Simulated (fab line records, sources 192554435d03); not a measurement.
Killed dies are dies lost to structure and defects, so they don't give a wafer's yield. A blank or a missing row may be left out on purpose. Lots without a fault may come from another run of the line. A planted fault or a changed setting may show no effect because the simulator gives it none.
One fault seen from 2 desks | flow n5_finfet | each desk has only its own numbers; what lay behind them comes last

THE METROLOGY DESK
What the gauges read, lot by lot, whatever tool the lot ran on: means of the sampled wafers that have a number. A lot is out of limits, marked OUT, if its mean lies more than 4 standard deviations from the usual mean; the brackets give that distance. Of its 12 readings 7 are shown: those that lie furthest out on some lot.
Columns: A = DIBL_N at N5_BEOL_M4_RC_MEAS_101, usual 36.5 mV/V; B = IOFF_N at N5_BEOL_M4_RC_MEAS_101, usual 0.162 nA/um; C = ION_P at N5_BEOL_M4_RC_MEAS_101, usual 466 uA/um; D = SS_N at N5_BEOL_M4_RC_MEAS_101, usual 71.6 mV/dec; E = SS_P at N5_BEOL_M4_RC_MEAS_101, usual 73.3 mV/dec; F = VT_N at N5_BEOL_M4_RC_MEAS_101, usual 249.2 mV; G = VT_P at N5_BEOL_M4_RC_MEAS_101, usual -249 mV
lot  | first seen here | A    | B     | C   | D    | E    | F     | G
L440 | day 7 08:58     | 36.4 | 0.144 | 468 | 71.4 | 73.4 | 251.6 | -247
L441 | day 8 06:28     | 35.7 | 0.134 | 463 | 71.0 | 73.3 | 253.1 | -253
L450 | day 11 19:23    | 36.9 | 0.186 | 459 | 72.2 | 74.0 | 248.4 | -253
L451 | day 11 19:32    | 36.9 | 0.173 | 469 | 71.9 | 73.5 | 246.2 | -244
L457 | day 13 07:26    | 34.5 | 0.153 | 469 | 71.7 | 73.1 | 247.1 | -248
L460 | day 14 15:05    | 36.3 | 0.146 | 461 | 71.0 | 73.1 | 251.0 | -254
L462 | day 14 18:43    | 39.2 | 0.192 | 466 | 71.7 | 74.2 | 246.8 | -248
This desk's finding: nothing out of limits on any of the 7 lots.

THE TOOL OWNER'S DESK: pecvd-03
The tool's own readings at N5_BEOL_M2_DEP_57 (deposits SiCN from 3MS/NH3, target thk 8 nm, time 14 s): means of the sampled wafers that have a number, for each lot that ran on this tool. A lot is out of limits, marked OUT, if its mean lies more than 4 standard deviations from the usual mean; the brackets give that distance.
Columns: A = showerhead_plenum_p_Torr at N5_BEOL_M2_DEP_57, usual 3.656 Torr; B = throttle_valve_pct at N5_BEOL_M2_DEP_57, usual 9.1 %
lot  | first seen here | A     | B
L451 | day 11 19:44    | 3.662 | 9.0
L457 | day 13 07:38    | 3.638 | 8.9
L460 | day 14 15:17    | 3.649 | 8.7
L462 | day 14 18:55    | 3.660 | 9.0
This desk's finding: nothing out of limits on any of the 4 lots.

PUT TOGETHER
The metrology desk saw nothing out of limits.
The tool owner's desk saw nothing out of limits.

WHAT THE SIMULATOR HAD PUT IN
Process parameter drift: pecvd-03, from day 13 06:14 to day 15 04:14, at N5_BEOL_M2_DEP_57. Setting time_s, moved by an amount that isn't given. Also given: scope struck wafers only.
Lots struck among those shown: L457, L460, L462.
